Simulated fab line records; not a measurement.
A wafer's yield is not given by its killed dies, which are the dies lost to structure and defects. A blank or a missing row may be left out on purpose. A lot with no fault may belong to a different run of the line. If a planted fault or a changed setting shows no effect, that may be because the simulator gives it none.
fab line records | flow nand_harc
record: lots: 6 wafers: 14 last_day: 34
route steps=1302 shown A_ONON_D1@434
lots untouched by any fault: they come from a run of this same line in which no faults occurred
start_h: hours from the record's opening day to when the first of the lot's shown wafers began | wait_h: hours from the lot's prior step to this one | " as in the row above | L1.1+2: a single row standing in for several wafers | - no value, or no start was given | * or withheld: withheld | < > ~ a bound
route shown NAME@n: NAME is a module with steps in the file, n the number in the route of the first one | usual: mean/standard deviation of fault-free wafers | same: alike in all rows | chamber/n: place in a boat | sites: per-site readings | _std_site: how widely they spread, as a standard deviation | _edge_site: mean of outer sites minus mean of inner sites | radius_mm: for every site, how far away it sits from the centre of the wafer | mask NAME#n: copy n | behind: the last tool/chamber to shape the wafer | hold: why the lot was held/for how many hours/how that ended | device: transistor that didn't switch, given as n, p or np | end of line: tests of these same wafers at the route's end | where a step has no rows: the recipe by itself | killed: not the wafer's yield, but the dies lost to structure and defects at the first sort | map: a wafer's dies, x killed, . not, _ none there
set.NAME: the setting as run; set.NAME@STEP: as run at that earlier step | model.NAME: the simulator's own value behind a step, which no gauge read
lots at some steps of the route; a table a step, a row a wafer
services: when a tool's chamber went out of use (start_h, in hours from the record's first day, below 0 if earlier), for how many hours, and the reason
== steps ==
step: NHARC_A_ONON_D1_ANNEAL_15
recipe: temp_c: 750 time_s: 3600
step: NHARC_A_ONON_D1_DEP_16
recipe: target_thk_a: 10000 n2_flow_sccm: 2750 n2o_flow_sccm: 2000 nh3_flow_sccm: 500 sih4_flow_sccm: 210 temp_c: 400
step: NHARC_A_ONON_D1_THK_MEAS_18
recipe: thk_meas_gauge: ellipsometry
usual: thk_nm: 1001/11
columns lot.wafer tool chamber start_h wait_h thk_nm
L193.2 film_metro-02 - 203.96 - 1024
L193.3 " - " " 1022
L193.6 " - " " 1022
L199.4 film_metro-02 - 268.47 - 993
L200.6 film_metro-01 - 277.84 - 997
L211.1 film_metro-01 - 387.72 - 1005
L211.3 " - " " 1007
L211.5 " - " " 1006
L212.1 film_metro-01 - 399.85 - 997
L212.3 " - " " 996
L212.5 " - " " 997
L213.1 film_metro-02 - 399.87 - 999
L213.2 " - " " 1001
L213.3 " - " " 999
step: NHARC_A_ONON_D1_DEP_19
recipe: target_thk_a: 10000 n2_flow_sccm: 2750 n2o_flow_sccm: 2000 nh3_flow_sccm: 500 sih4_flow_sccm: 210 temp_c: 400
step: NHARC_A_ONON_D1_THK_MEAS_21
recipe: thk_meas_gauge: ellipsometry
usual: thk_nm: 998/9.5
columns lot.wafer tool chamber start_h wait_h thk_nm
L193.2 film_metro-02 - 204.53 - 982
L193.3 " - " " 981
L193.6 " - " " 980
L199.4 film_metro-01 - 269.03 - 1017
L200.6 film_metro-02 - 278.41 - 997
L211.1 film_metro-02 - 388.29 - 973
L211.3 " - " " 973
L211.5 " - " " 972
L212.1 film_metro-02 - 400.42 - 1002
L212.3 " - " " 998
L212.5 " - " " 1001
L213.1 film_metro-01 - 400.44 - 1002
L213.2 " - " " 1001
L213.3 " - " " 1002
step: NHARC_A_ONON_D1_DEP_22
recipe: target_thk_a: 10000 n2_flow_sccm: 2750 n2o_flow_sccm: 2000 nh3_flow_sccm: 500 sih4_flow_sccm: 210 temp_c: 400
step: NHARC_A_ONON_D1_THK_MEAS_24
recipe: thk_meas_gauge: ellipsometry
usual: thk_nm: 1000/12
columns lot.wafer tool chamber start_h wait_h thk_nm
L193.2 film_metro-02 - 205.10 - 1006
L193.3 " - " " 1004
L193.6 " - " " 1006
L199.4 film_metro-02 - 269.60 - 1010
L200.6 film_metro-01 - 278.98 - 998
L211.1 film_metro-01 - 388.86 - 983
L211.3 " - " " 983
L211.5 " - " " 984
L212.1 film_metro-02 - 400.98 - 979
L212.3 " - " " 979
L212.5 " - " " 980
L213.1 film_metro-02 - 401.00 - 1007
L213.2 " - " " 1008
L213.3 " - " " 1008
step: NHARC_A_ONON_D1_DEP_25
recipe: target_thk_a: 10000 n2_flow_sccm: 2750 n2o_flow_sccm: 2000 nh3_flow_sccm: 500 sih4_flow_sccm: 210 temp_c: 400
step: NHARC_A_ONON_D1_THK_MEAS_27
recipe: thk_meas_gauge: ellipsometry
usual: thk_nm: 997/9.9
columns lot.wafer tool chamber start_h wait_h thk_nm
L193.2 film_metro-02 - 205.67 - 996
L193.3 " - " " 995
L193.6 " - " " 998
L199.4 film_metro-02 - 270.19 - 981
L200.6 film_metro-02 - 279.54 - 1001
L211.1 film_metro-02 - 389.43 - 1015
L211.3 " - " " 1016
L211.5 " - " " 1013
L212.1 film_metro-01 - 401.54 - 995
L212.3 " - " " 995
L212.5 " - " " 995
L213.1 film_metro-01 - 401.57 - 1003
L213.2 " - " " 1004
L213.3 " - " " 1004
step: NHARC_A_ONON_D1_DEP_28
recipe: target_thk_a: 10000 n2_flow_sccm: 2750 n2o_flow_sccm: 2000 nh3_flow_sccm: 500 sih4_flow_sccm: 210 temp_c: 400
step: NHARC_A_ONON_D1_THK_MEAS_30
recipe: thk_meas_gauge: ellipsometry
usual: thk_nm: 1002/8.3
columns lot.wafer tool chamber start_h wait_h thk_nm
L193.2 film_metro-01 - 206.23 - 1001
L193.3 " - " " 1000
L193.6 " - " " 1000
L199.4 film_metro-01 - 270.75 - 1013
L200.6 film_metro-02 - 280.11 - 1000
L211.1 film_metro-01 - 390.00 - 996
L211.3 " - " " 995
L211.5 " - " " 996
L212.1 film_metro-02 - 402.11 - 1008
L212.3 " - " " 1009
L212.5 " - " " 1008
L213.1 film_metro-01 - 402.13 - 988
L213.2 " - " " 989
L213.3 " - " " 990
step: NHARC_A_ONON_D1_DEP_33
recipe: target_thk_a: 2000 temp_c: 400 pressure_torr: 6.5 rf_w: 900 teos_flow_sccm: 161.4 flow_sccm: 2650 target_thk_nm: 200 gas: O2 material: SiO2
usual: chamber_pressure_Torr: 6.500/0.014 heater_power_w: 534/120 throttle_valve_pct: 15.9/0.48
columns lot.wafer tool chamber start_h wait_h chamber_pressure_Torr heater_power_w throttle_valve_pct
L193.3 pecvd-04 1 206.46 0.2 6.488 845 16.2
L193.2 " 2 " " 6.518 497 16.3
L193.6 " 0 " " 6.494 404 16.4
L199.4 pecvd-01 1 270.99 0.2 6.472 563 14.9
L200.6 pecvd-01 1 280.34 0.2 6.525 578 15.1
L211.1 pecvd-04 0 390.05 0.1 6.514 417 16.5
L211.3 " 2 " " 6.502 391 16.2
L211.5 " 2 " " 6.501 406 16.0
L213.3 pecvd-01 2 402.19 0.1 6.510 477 15.5
L213.1 " 0 " " 6.487 484 15.8
L213.2 " 1 " " 6.494 461 15.1
L212.3 pecvd-04 2 402.21 0.1 6.501 411 16.2
L212.1 " 0 " " 6.498 454 16.3
L212.5 " 1 " " 6.492 815 15.9
step: NHARC_A_ONON_D1_THK_MEAS_34
recipe: thk_meas_gauge: ellipsometry
usual: thk_nm: 200.4/2.7
columns lot.wafer tool chamber start_h wait_h hold thk_nm
L193.2 film_metro-02 - 206.88 - - 198.3
L193.3 " - " " - 202.1
L193.6 " - " " - 204.2
L199.4 film_metro-01 - 271.23 - await_dispo/0.2h/release 93.9
L199.4 film_metro-01 - 271.40 0.2 - 92.1
L200.6 film_metro-02 - 280.58 - await_dispo/0.2h/release 93.0
L200.6 film_metro-02 - 280.75 0.2 - 93.0
L211.1 film_metro-01 - 390.47 - - 197.0
L211.3 " - " " - 196.5
L211.5 " - " " - 202.1
L212.1 film_metro-02 - 402.58 - - 197.7
L212.3 " - " " - 199.7
L212.5 " - " " - 201.6
L213.1 film_metro-01 - 402.60 - - 200.0
L213.2 " - " " - 200.7
L213.3 " - " " - 195.5
== services ==
columns tool chamber start_h hours kind
pecvd-01 0 196.46 4.7 repair
pecvd-01 1 228.33 4.8 repair
pecvd-04 - 269.21 13.0 pm
pecvd-04 0 269.21 13.0 vent_cycle
pecvd-04 1 269.21 13.0 vent_cycle
pecvd-04 2 269.21 13.0 vent_cycle
pecvd-04 0 282.21 - clean
pecvd-04 1 282.21 - clean
pecvd-04 2 282.21 - clean
pecvd-01 - 311.00 13.0 pm
pecvd-01 0 311.00 13.0 vent_cycle
pecvd-01 1 311.00 13.0 vent_cycle
pecvd-01 2 311.00 13.0 vent_cycle
pecvd-01 0 324.00 - clean
pecvd-01 1 324.00 - clean
pecvd-01 2 324.00 - clean
pecvd-04 1 335.67 6.0 repair
pecvd-04 0 349.79 13.8 repair
pecvd-04 - 351.35 3.0 repair
pecvd-01 - 372.79 1.0 repair
== key ==
first_sign: step: NHARC_A_ONON_D1_THK_MEAS_34 reading: visit direction: added
effect: step: NHARC_A_ONON_D1_THK_MEAS_34 reading: thk_nm direction: down sigmas: 39 usual: 200.4 struck: 93.4
met_at NHARC_A_ONON_D1_DEP_33
struck_wafers L199.4,L200.6
tester_left_out L199,L200
fault: kind: process_parameter_drift tool: pecvd-01 chamber: - onset_h: 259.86 steps: NHARC_A_ONON_D1_DEP_33 channel: target_thk_nm offset: -110.15 shape: step end_h: 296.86 scope: struck_wafers_only acts_in: these_recipes_only stated: 200
tester_left_out: of these lots the tester's yield and bins aren't shown, on N5 and GAA mostly nor the transistor test; their killed dies are dies lost to structure and defects alone, not to doping, threshold or leakage, so they don't give the yield
